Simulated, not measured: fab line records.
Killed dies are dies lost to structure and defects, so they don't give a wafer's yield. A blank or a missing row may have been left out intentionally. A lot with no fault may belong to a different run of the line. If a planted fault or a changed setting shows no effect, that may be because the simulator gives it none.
Comparing a struck lot with a sound one ; flow n5_finfet ; 13 steps out of a route of 1938
Sound: the wafers L335.2, L335.3, L335.4. Struck: wafer L326.2. (L326.1, L326.4 of the same lot were not struck and are left out.) The cause comes at the end.
Per side, at each step with rows, come the tool, then ch with its chambers, and then its first start. Under that, the readings that differ: sound wafers ; struck wafers ; difference of the means ; sigmas: that difference in standard deviations of wafers without a fault.
alike: readings whose means differ by less than 2 such deviations, and words and numbers that are the same on both sides. not compared: withheld readings, readings that some wafer has no value for, bounds like >300 that may hide the same value, and numbers for which the record gives no deviation and whose values overlap.
Wherever a step has rows on one side only, a row that says differs or no value, or a row with sigmas, the two part there. Numbers that have no deviation but don't overlap get no sigmas and don't part them. Lack of a reading on every wafer of one side parts them only where that side has two or more wafers.

N5_MOL_CONTACT_COAG_SPUTTER_143: material Co, target thk 2.5 nm.
  sound on pvd_sputter-03, day 8 14:00; struck on pvd_sputter-01, day 6 11:02
  alike: throttle_valve_pct
N5_MOL_CONTACT_COAG_CO_FILL_22: material Co, precursor CCTBA/H2, target thk 20 nm.
  sound on cvd_co-01 ch 0,1, day 8 14:07; struck on cvd_co-01 ch 1, day 6 11:09
  alike: heater_power_w
N5_MOL_CONTACT_COAG_ANNEAL_113: time 300 s.
  sound on rtp_anneal-02 ch 0, day 8 15:02; struck on rtp_anneal-02 ch 0, day 6 11:46
  alike: lamp_power_pct, wafer_temp_C_max
N5_MOL_CONTACT_COAG_PRE_CLEAN_142: time 60 s.
  sound on pvd_sputter-01, day 8 16:23; struck on pvd_sputter-03, day 6 13:28
  alike: heater_power_w
then, 6 steps without rows for these wafers: N5_MOL_CONTACT_COAG_SPUTTER_130 (material Co, target thk 47.5 nm); N5_MOL_CONTACT_COAG_PRECLEAN_125 (cleans in DIW, time 57.5 s); N5_MOL_CONTACT_COAG_SRD_126 (dry time 32 s); N5_MOL_CONTACT_COAG_CMP_23 (polishes, stops on SiO2, t overpolish 1.5 s, target thk 0 nm); N5_MOL_CONTACT_COAG_WET_ETCH_26 (target Co, target depth 13 nm); N5_MOL_CONTACT_COAG_WET_ETCH_116 (etches the open film in SC1-inhibited, target depth 4.6 nm, rinse time 30 s).
N5_MOL_CONTACT_COAG_ALD_27: deposits SiOC, target thk 17 nm, pulse time 1.5 s, time 2720 s.
  sound on ald_sin-01 ch 1,2,3, day 8 19:47; struck on ald_sin-04 ch 2, day 6 14:31
reading;sound;struck;difference;sigmas
ald_cycles;340 340 340;360;+20;
run_length_s (s);2769.7 2770.3 2769.3;2929.5;+159.7;+99 or more
time_s (s);2720 2720 2720;2880;+160;
model.SiOC_of_MOL_CONTACT_COAG_ALD_27.thk_nm (nm);16.8 17 17;17.8;+0.9;
  alike: heater_power_w, precursor_pulse_height_rel
N5_MOL_CONTACT_COAG_CMP_28: polishes, stops on SiNx, t overpolish 0.85 s, target thk 14.522 nm.
  sound on cmp-03 ch 1,2,3, day 8 21:23; struck on cmp-02 ch 2, day 6 16:05
  alike: edge_zone_pressure_frac, motor_current_A
-- a jump in the record: the struck wafers' starts before and after are 3 days apart (it breaks off in module MOL_CONTACT_COAG and resumes in module BEOL_M4, where the first step shown is number 1111 of the route) --
N5_BEOL_M4_RC_MEAS_101:
  sound on prober-01 ch 0, day 11 16:14; struck on prober-02 ch 0, day 9 08:16
reading;sound;struck;difference;sigmas
DIBL_N (mV/V);38.1 37.8 35.4;34.1;-3.0;-2
SS_N (mV/dec);71.9 72.1 71.8;70.5;-1.4;-3
SS_P (mV/dec);74.0 74.4 72.4;72.3;-1.3;-2
  alike: DIBL_P, IOFF_N, IOFF_P, ION_N, ION_P, VT_N, VT_P

== WHERE THEY PART ==
Last at N5_BEOL_M4_RC_MEAS_101 as far as this record goes, first at N5_MOL_CONTACT_COAG_ALD_27.

WHY: the cause the simulator had injected
ald_sin-04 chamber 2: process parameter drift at N5_MOL_CONTACT_COAG_ALD_27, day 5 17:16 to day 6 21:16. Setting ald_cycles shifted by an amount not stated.
